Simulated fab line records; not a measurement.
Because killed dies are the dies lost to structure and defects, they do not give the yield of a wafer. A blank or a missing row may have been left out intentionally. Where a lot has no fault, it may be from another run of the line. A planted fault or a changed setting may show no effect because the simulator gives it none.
fab line records	flow n5-finfet
record lots=13	wafers=39	last-day=17
route steps=1938 shown GATE_CUT@467 BEOL_M4@1111
lots that met no fault: taken from a fault-free run of the same line
start-h: hours from the record's first day to the start of the lot's first wafer shown	wait-h: how many hours have passed since the lot's step before this one	" identical to the entry in the row above	L1.1+2: one row covering several wafers at once	- value missing, or start not given	* or withheld: withheld	< > ~ a bound
route shown NAME@n: NAME is a module with steps in the file, n the number in the route of the first one	usual: the fault-free wafers' mean and standard deviation	same: alike in all rows	chamber/n: place in a boat	sites: each site's reading	_std_site: standard deviation across them	_edge_site: inner sites' mean taken away from outer sites' mean	radius-mm: how far each site lies from the wafer's centre	mask NAME#n: copy n	behind: tool/chamber where the wafer was last shaped	hold: why the lot was held/for how many hours/how that ended	device: whichever transistor did not switch (one of n, p or np)	end of line: tests of these same wafers at the route's end	where a step has no rows: the recipe by itself	killed: at the first sort, the dies lost to defects and structure; wafer yield is something else	map: a wafer's dies, marking killed ones x, the rest . and places with no die _
set.NAME: the run value of the setting; set.NAME@STEP: its run value at that earlier step	model.NAME: the simulator's own value behind a step, which no gauge read
the route's steps for a sample of lots (tables are steps, rows are wafers)
services: a tool's chamber out of use, with start hour (start-h, from the record's first day; less than 0 if before it), hours out, and reason
## steps
# step N5_GATE_CUT_ETCHBACK_30
# recipe chemistry=Cl2/Ar	target=TiN	target-depth-a=30	mode=isotropic	pressure-mtorr=10	icp-w=600	bias-w=60	Cl2_flow_sccm=40	Ar_flow_sccm=60
# usual bias-w=60.00/0.15	drypump-motor-current-A=5.7/0.46	oes_ar_750_au=0.69/0.082	oes-product-au=0.70/0.083	throttle-valve-pct=21.05/0.14
lot.wafer	tool	chamber	start-h	wait-h	bias-w	drypump-motor-current-A	oes_ar_750_au	oes-product-au	rf-hours-counter-h	throttle-valve-pct
L374.3	rie-metal-03	1	83.89	0.0	60.10	5.2	0.70	0.71	-	21.04
L374.5	"	0	"	"	59.85	6.5	0.66	0.66	-	20.89
L374.6	"	1	"	"	60.15	5.2	0.71	0.71	-	21.04
L375.2	rie-metal-02	0	85.48	0.1	60.09	5.1	0.65	0.64	109	21.22
L375.5	"	0	"	"	60.05	5.1	0.64	0.63	-	21.22
L375.6	"	1	"	"	59.90	5.9	0.58	0.57	-	21.03
L376.1	rie-metal-01	1	96.64	0.1	60.19	5.8	0.70	0.69	80	20.87
L376.4	"	0	"	"	60.13	6.1	0.72	0.74	-	21.18
L376.6	"	1	"	"	60.01	5.8	0.70	0.70	-	20.86
L377.2	rie-metal-02	0	104.23	0.1	60.04	5.1	0.65	0.65	111	21.25
L377.3	"	1	"	"	60.10	5.8	0.58	0.58	-	21.02
L377.4	"	0	"	"	60.09	5.1	0.64	0.64	-	21.23
L378.3	rie-metal-01	1	107.67	0.0	59.93	5.8	0.69	0.69	-	20.87
L378.4	"	0	"	"	59.93	6.1	0.73	0.73	-	21.18
L378.6	"	1	"	"	59.95	5.8	0.70	0.70	-	20.87
L379.1	rie-metal-01	1	111.51	0.1	60.07	5.8	0.69	0.70	81	20.86
L379.4	"	0	"	"	59.84	6.1	0.72	0.74	-	21.17
L379.6	"	0	"	"	60.00	6.1	0.72	0.74	-	21.17
L380.1	rie-metal-03	0	115.36	0.1	60.02	6.4	0.66	0.66	90	20.91
L380.2	"	1	"	"	60.12	5.1	0.69	0.70	63	21.05
L380.3	"	0	"	"	60.03	6.4	0.66	0.65	-	20.91
L381.2	rie-metal-01	1	125.30	0.1	59.97	5.7	0.69	0.70	83	20.86
L381.4	"	0	"	"	60.00	6.1	0.72	0.73	-	21.18
L381.6	"	1	"	"	60.00	5.8	0.69	0.70	-	20.87
L388.1	rie-metal-03	1	166.84	0.1	59.73	5.2	0.69	0.69	68	21.06
L388.2	"	1	"	"	59.75	5.1	0.68	0.70	-	21.09
L388.3	"	1	"	"	59.73	5.1	0.68	0.69	-	21.06
L391.3	rie-metal-01	0	180.57	0.0	60.08	6.1	0.71	0.72	-	21.20
L391.4	"	1	"	"	60.10	5.8	0.68	0.69	-	20.88
L391.6	"	0	"	"	59.92	6.1	0.70	0.72	-	21.18
L392.2	rie-metal-02	0	193.64	0.1	60.02	5.1	0.63	0.63	120	21.24
L392.4	"	1	"	"	60.00	5.8	0.95	0.95	-	20.94
L392.6	"	0	"	"	59.80	5.1	0.63	0.63	-	21.24
L393.1	rie-metal-01	1	196.40	0.1	59.75	5.8	0.68	0.68	89	20.88
L393.4	"	1	"	"	59.93	5.8	0.68	0.68	-	20.87
L393.6	"	0	"	"	59.82	6.1	0.70	0.72	-	21.21
L394.1	rie-metal-02	0	201.65	0.1	59.95	5.1	0.62	0.62	121	21.26
L394.2	"	1	"	"	60.11	5.8	0.94	0.92	4	20.94
L394.3	"	1	"	"	60.13	5.8	0.94	0.92	-	20.96
# step N5_GATE_CUT_VAPOR_ETCH_60
# recipe chemistry=BCl3/Cl2	target=HfO2	mode=isotropic
# usual drypump-motor-current-A=5.7/0.46	oes-product-au=0.70/0.086
lot.wafer	tool	chamber	start-h	wait-h	drypump-motor-current-A	oes-product-au
L374.3	rie-metal-03	1	83.92	0.0	5.2	0.72
L374.5	"	0	"	"	6.4	0.67
L374.6	"	1	"	"	5.2	0.72
L375.2	rie-metal-02	0	85.51	0.0	5.1	0.62
L375.5	"	0	"	"	5.1	0.63
L375.6	"	1	"	"	5.9	0.58
L376.1	rie-metal-01	1	96.67	0.0	5.8	0.69
L376.4	"	0	"	"	6.1	0.75
L376.6	"	1	"	"	5.8	0.68
L377.2	rie-metal-02	0	104.26	0.0	5.1	0.63
L377.3	"	1	"	"	5.8	0.59
L377.4	"	0	"	"	5.1	0.63
L378.3	rie-metal-01	1	107.70	0.0	5.8	0.68
L378.4	"	0	"	"	6.1	0.74
L378.6	"	1	"	"	5.8	0.67
L379.1	rie-metal-01	1	111.54	0.0	5.8	0.69
L379.4	"	0	"	"	6.1	0.74
L379.6	"	0	"	"	6.1	0.74
L380.1	rie-metal-03	0	115.39	0.0	6.4	0.66
L380.2	"	1	"	"	5.2	0.72
L380.3	"	0	"	"	6.4	0.66
L381.2	rie-metal-01	1	125.33	0.0	5.8	0.68
L381.4	"	0	"	"	6.1	0.73
L381.6	"	1	"	"	5.8	0.68
L388.1	rie-metal-03	1	166.90	0.1	5.2	0.70
L388.2	"	1	"	"	5.2	0.71
L388.3	"	1	"	"	5.1	0.70
L391.3	rie-metal-01	0	180.60	0.0	6.1	0.72
L391.4	"	1	"	"	5.8	0.67
L391.6	"	0	"	"	6.1	0.72
L392.2	rie-metal-02	0	193.67	0.0	5.1	0.61
L392.4	"	1	"	"	5.8	0.95
L392.6	"	0	"	"	5.1	0.61
L393.1	rie-metal-01	1	196.43	0.0	5.8	0.66
L393.4	"	1	"	"	5.8	0.66
L393.6	"	0	"	"	6.1	0.72
L394.1	rie-metal-02	0	201.68	0.0	5.1	0.61
L394.2	"	1	"	"	5.8	0.93
L394.3	"	1	"	"	5.9	0.94
# step N5_GATE_CUT_EXPOSE_10
# recipe mask-id=GATE_CUT	na=0.33	source-shape=annular	sigma-inner=0.35	sigma-outer=0.8	polarization=unpolarized	target-cd-nm=20	dose-mj=43.25
# usual exposure-dose-mJ-cm2=43.22/0.054	reticle-temp-C=22.98/0.11	stage-msd-nm=0.820/0.027
lot.wafer	tool	chamber	start-h	wait-h	mask	exposure-dose-mJ-cm2	reticle-temp-C	stage-msd-nm
L374.3	euv-scanner-02	0	87.44	-	GATE_CUT#0	43.22	22.87	0.860
L374.5	"	0	"	"	GATE_CUT#0	43.20	22.95	0.856
L374.6	"	0	"	"	GATE_CUT#0	43.22	23.02	0.861
L375.2	euv-scanner-02	0	92.48	-	GATE_CUT#0	43.18	23.12	0.858
L375.5	"	0	"	"	GATE_CUT#0	43.23	22.88	0.858
L375.6	"	0	"	"	GATE_CUT#0	43.20	23.11	0.856
L376.1	euv-scanner-02	0	100.39	-	GATE_CUT#0	43.09	22.94	0.857
L376.4	"	0	"	"	GATE_CUT#0	43.12	23.09	0.856
L376.6	"	0	"	"	GATE_CUT#0	43.16	22.92	0.856
L377.2	euv-scanner-02	0	107.53	-	GATE_CUT#0	43.22	22.83	0.856
L377.3	"	0	"	"	GATE_CUT#0	43.15	22.79	0.854
L377.4	"	0	"	"	GATE_CUT#0	43.17	22.81	0.858
L378.3	euv-scanner-02	0	110.89	-	GATE_CUT#0	59.33	22.99	0.856
L378.4	"	0	"	"	GATE_CUT#0	59.35	23.17	0.856
L378.6	"	0	"	"	GATE_CUT#0	59.35	23.07	0.858
L379.1	euv-scanner-02	0	114.72	-	GATE_CUT#0	56.16	23.20	0.853
L379.4	"	0	"	"	GATE_CUT#0	56.15	22.95	0.853
L379.6	"	0	"	"	GATE_CUT#0	56.07	23.09	0.852
L380.1	euv-scanner-01	0	118.68	-	GATE_CUT#0	43.27	22.97	0.797
L380.2	"	0	"	"	GATE_CUT#0	43.24	22.80	0.796
L380.3	"	0	"	"	GATE_CUT#0	43.26	22.96	0.793
L381.2	euv-scanner-01	0	128.86	-	GATE_CUT#0	43.29	22.93	0.793
L381.4	"	0	"	"	GATE_CUT#0	43.28	22.93	0.797
L381.6	"	0	"	"	GATE_CUT#0	43.29	22.91	0.797
L388.1	euv-scanner-01	0	170.13	-	GATE_CUT#0	43.34	22.88	0.797
L388.2	"	0	"	"	GATE_CUT#0	43.25	23.02	0.796
L388.3	"	0	"	"	GATE_CUT#0	43.26	22.77	0.797
L391.3	euv-scanner-01	0	185.16	-	GATE_CUT#0	43.17	23.07	0.793
L391.4	"	0	"	"	GATE_CUT#0	43.19	23.01	0.798
L391.6	"	0	"	"	GATE_CUT#0	43.18	23.19	0.793
L392.2	euv-scanner-01	0	196.93	-	GATE_CUT#0	43.24	23.04	0.800
L392.4	"	0	"	"	GATE_CUT#0	43.27	23.04	0.797
L392.6	"	0	"	"	GATE_CUT#0	43.25	23.12	0.798
L393.1	euv-scanner-01	0	199.78	-	GATE_CUT#0	43.17	22.89	0.798
L393.4	"	0	"	"	GATE_CUT#0	43.27	22.90	0.797
L393.6	"	0	"	"	GATE_CUT#0	43.24	22.91	0.799
L394.1	euv-scanner-01	0	206.07	-	GATE_CUT#0	43.27	22.99	0.802
L394.2	"	0	"	"	GATE_CUT#0	43.26	22.82	0.799
L394.3	"	0	"	"	GATE_CUT#0	43.29	22.91	0.800
# step N5_GATE_CUT_CD_MEAS_13
# recipe target-cd-nm=20	landing-energy-ev=500	detector=se-inlens
# usual cd-nm=19.95/0.29
lot.wafer	tool	chamber	start-h	wait-h	cd-nm
L374.3	cd-sem-03	0	87.56	-	19.34
L374.5	"	0	"	"	20.06
L374.6	"	0	"	"	20.06
L375.2	cd-sem-03	0	92.60	-	20.24
L375.5	"	0	"	"	20.30
L375.6	"	0	"	"	20.28
L376.1	cd-sem-02	0	100.53	-	20.94
L376.4	"	0	"	"	20.22
L376.6	"	0	"	"	20.37
L377.2	cd-sem-01	0	107.66	-	19.87
L377.3	"	0	"	"	20.04
L377.4	"	0	"	"	19.99
L378.3	cd-sem-01	0	111.01	-	26.33
L378.4	"	0	"	"	26.31
L378.6	"	0	"	"	26.42
L379.1	cd-sem-02	0	114.85	-	24.88
L379.4	"	0	"	"	25.30
L379.6	"	0	"	"	25.23
L380.1	cd-sem-02	0	118.82	-	20.02
L380.2	"	0	"	"	19.87
L380.3	"	0	"	"	19.85
L381.2	cd-sem-01	0	128.99	-	19.38
L381.4	"	0	"	"	19.70
L381.6	"	0	"	"	19.89
L388.1	cd-sem-03	0	170.26	-	19.92
L388.2	"	0	"	"	20.04
L388.3	"	0	"	"	20.09
L391.3	cd-sem-02	0	185.28	-	19.86
L391.4	"	0	"	"	19.86
L391.6	"	0	"	"	19.91
L392.2	cd-sem-01	0	197.06	-	20.03
L392.4	"	0	"	"	19.68
L392.6	"	0	"	"	19.49
L393.1	cd-sem-03	0	199.91	-	20.09
L393.4	"	0	"	"	20.20
L393.6	"	0	"	"	20.22
L394.1	cd-sem-02	0	206.20	-	19.53
L394.2	"	0	"	"	19.72
L394.3	"	0	"	"	19.69
# step N5_GATE_CUT_INSPECT_15
# recipe mode=adi	inspect-instrument=brightfield
# usual raw-defect-count=127/54
lot.wafer	tool	chamber	start-h	wait-h	raw-defect-count
L374.3	defect-inspect-02	-	87.65	0.0	74
L374.5	"	-	"	"	89
L374.6	"	-	"	"	106
L375.2	defect-inspect-02	-	92.69	0.0	72
L375.5	"	-	"	"	150
L375.6	"	-	"	"	196
L376.1	defect-inspect-01	-	100.62	0.1	109
L376.4	"	-	"	"	119
L376.6	"	-	"	"	103
L377.2	defect-inspect-01	-	107.75	0.0	82
L377.3	"	-	"	"	117
L377.4	"	-	"	"	103
L378.3	defect-inspect-01	-	111.10	0.0	91
L378.4	"	-	"	"	92
L378.6	"	-	"	"	89
L379.1	defect-inspect-01	-	114.94	0.1	167
L379.4	"	-	"	"	84
L379.6	"	-	"	"	165
L380.1	defect-inspect-01	-	118.90	0.1	191
L380.2	"	-	"	"	93
L380.3	"	-	"	"	217
L381.2	defect-inspect-02	-	129.08	0.0	75
L381.4	"	-	"	"	137
L381.6	"	-	"	"	132
L388.1	defect-inspect-02	-	170.35	0.1	72
L388.2	"	-	"	"	50
L388.3	"	-	"	"	97
L391.3	defect-inspect-02	-	185.36	0.0	84
L391.4	"	-	"	"	72
L391.6	"	-	"	"	82
L392.2	defect-inspect-02	-	197.14	0.0	81
L392.4	"	-	"	"	67
L392.6	"	-	"	"	84
L393.1	defect-inspect-02	-	200.00	0.1	121
L393.4	"	-	"	"	156
L393.6	"	-	"	"	94
L394.1	defect-inspect-02	-	206.29	0.1	114
L394.2	"	-	"	"	99
L394.3	"	-	"	"	54
# step N5_BEOL_M4_RC_MEAS_101
# usual DIBL_N=36.4/2	DIBL_P=36.1/2.5	IOFF_N=0.16/0.037	IOFF_P=0.20/0.038	ION_N=670/13	ION_P=459/8.3	SS_N=71.6/0.69	SS_P=73.3/0.72	VT_N=250/3.4	VT_P=-251/3.1
lot.wafer	tool	chamber	start-h	wait-h	DIBL_N[mV/V]	DIBL_P[mV/V]	IOFF_N[nA/um]	IOFF_P[nA/um]	ION_N[uA/um]	ION_P[uA/um]	SS_N[mV/dec]	SS_P[mV/dec]	VT_N[mV]	VT_P[mV]
L374.3	prober-02	0	161.43	0.3	39.2	38.6	0.21	0.27	693	473	71.8	73.5	244	-246
L374.5	"	0	"	"	33.8	32.0	0.11	0.17	647	453	70.6	72.3	255	-253
L374.6	"	0	"	"	36.4	34.3	0.15	0.18	690	470	71.7	72.8	250	-251
L376.1	prober-01	0	174.66	0.0	35.9	36.2	0.15	0.18	662	449	71.2	73.6	251	-252
L376.4	"	0	"	"	36.8	37.7	0.17	0.21	678	462	71.3	73.8	250	-249
L376.6	"	0	"	"	33.4	33.5	0.12	0.15	659	454	70.8	73.1	251	-253
L375.2	prober-02	0	177.38	0.2	39.1	41.0	0.19	0.25	673	457	72.4	73.9	251	-250
L375.5	"	0	"	"	42.8	44.9	0.27	0.32	691	466	72.8	75.0	246	-248
L375.6	"	0	"	"	39.8	39.7	0.20	0.21	665	449	72.5	73.8	248	-252
L377.2	prober-01	0	179.75	0.2	34.5	33.9	0.12	0.16	665	454	71.7	72.6	255	-255
L377.3	"	0	"	"	36.0	36.7	0.16	0.21	681	467	72.5	72.8	247	-249
L377.4	"	0	"	"	32.3	32.2	0.10	0.14	654	457	70.5	71.8	256	-255
L381.2	prober-01	0	200.82	0.2	39.1	39.1	0.22	0.26	677	466	72.4	74.1	244	-248
L381.4	"	0	"	"	37.8	37.3	0.18	0.23	688	466	71.4	74.0	250	-249
L381.6	"	0	"	"	33.6	33.6	0.12	0.18	665	458	70.8	73.1	250	-251
L380.1	prober-01	0	203.42	0.3	36.3	35.4	0.17	0.21	660	449	72.2	73.8	251	-250
L380.2	"	0	"	"	33.8	32.8	0.13	0.16	655	454	71.0	72.8	255	-252
L380.3	"	0	"	"	38.1	38.9	0.24	0.27	694	462	71.6	74.5	244	-245
L388.1	prober-01	0	243.89	0.0	36.4	34.2	0.14	0.20	664	454	70.9	73.3	250	-251
L388.2	"	0	"	"	39.1	36.0	0.18	0.22	668	456	71.5	73.7	246	-249
L388.3	"	0	"	"	36.8	34.2	0.14	0.22	670	467	71.6	73.4	252	-248
L391.3	prober-02	0	271.31	0.3	37.8	36.1	0.15	0.22	676	467	72.1	73.2	249	-249
L391.4	"	0	"	"	38.4	36.1	0.17	0.22	679	465	72.0	73.1	250	-248
L391.6	"	0	"	"	37.0	35.6	0.15	0.22	685	476	71.7	73.2	249	-250
L393.1	prober-02	0	279.45	0.0	39.0	40.1	0.21	0.25	684	464	72.2	73.8	248	-249
L393.4	"	0	"	"	34.5	34.5	0.12	0.16	657	454	71.0	72.7	255	-255
L393.6	"	0	"	"	33.6	33.7	0.11	0.15	654	450	71.1	72.6	255	-254
L392.2	prober-01	0	290.48	0.2	37.0	39.0	0.17	0.27	674	469	71.6	73.9	252	-246
L392.4	"	0	"	"	35.0	34.6	0.12	0.20	654	461	71.4	72.7	254	-250
L392.6	"	0	"	"	35.4	36.6	0.13	0.22	661	467	71.2	73.8	253	-247
L394.1	prober-02	0	297.49	0.0	35.5	35.2	0.15	0.21	669	460	72.0	72.5	250	-250
L394.2	"	0	"	"	34.2	34.1	0.12	0.18	669	459	71.5	72.3	255	-251
L394.3	"	0	"	"	37.4	36.8	0.19	0.22	668	456	73.1	73.3	247	-249
## services
tool	chamber	start-h	hours	kind
euv-scanner-01	-	62.20	1.0	pm
euv-scanner-02	0	66.03	-	calibration
euv-scanner-02	-	72.58	1.0	pm
euv-scanner-01	0	88.71	-	calibration
euv-scanner-01	-	96.90	17.3	pm
euv-scanner-02	-	108.65	0.5	repair
euv-scanner-01	-	114.20	1.0	pm
rie-metal-03	-	119.07	4.3	pm
euv-scanner-02	-	128.72	1.0	pm
rie-metal-03	1	138.77	2.9	repair
rie-metal-02	1	144.53	-	clean
rie-metal-02	1	144.53	19.8	scheduled-down
rie-metal-02	1	144.53	19.8	vent-cycle
rie-metal-03	0	149.76	17.6	repair
euv-scanner-01	-	168.97	1.0	pm
euv-scanner-02	-	184.87	1.0	pm
euv-scanner-02	-	197.64	4.6	pm
## key
first-sign step=N5_GATE_CUT_EXPOSE_10	reading=exposure-dose-mJ-cm2	direction=up	sigmas=99+	usual=43.22	struck=57.74
effect step=N5_GATE_CUT_CD_MEAS_13	reading=cd-nm	direction=up	sigmas=20	usual=19.95	struck=25.74	through=control-loop
met-at N5_GATE_CUT_EXPOSE_10
struck-lots L378,L379
later-rows-left-out L378.3,L378.4,L378.6,L379.1,L379.4,L379.6
sort-left-out L378.3,L378.4,L378.6,L379.1,L379.4,L379.6
tester-left-out L378,L379
loop-trim step=N5_GATE_CUT_EXPOSE_10	setting=dose	lots=L379
not-acting-at N5_GATE_CUT_ETCHBACK_30,N5_GATE_CUT_VAPOR_ETCH_60,N5_GATE_CUT_INSPECT_15
onset-between 107.53 110.89
fault kind=process-parameter-drift	tool=euv-scanner-02	chamber=-	onset-h=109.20	steps=N5_GATE_CUT_EXPOSE_10	channel=dose-mj	offset=16.19	shape=step	acts-in=these-recipes-only	stated=43.25
# tester-left-out: of these lots the tester's yield and bins aren't shown, on N5 and GAA mostly nor the transistor test; their killed dies are dies lost to structure and defects alone, not to doping, threshold or leakage, so they don't give the yield
# sort-left-out: the simulated sort isn't trusted on such a fault, so these wafers' sort isn't shown, and their yield isn't known
# later-rows-left-out: the simulator's readings of these wafers behind a module that went badly wrong aren't trusted and aren't shown, but for the sort
# loop-trim: a control loop set the setting to another value than it would have without faults
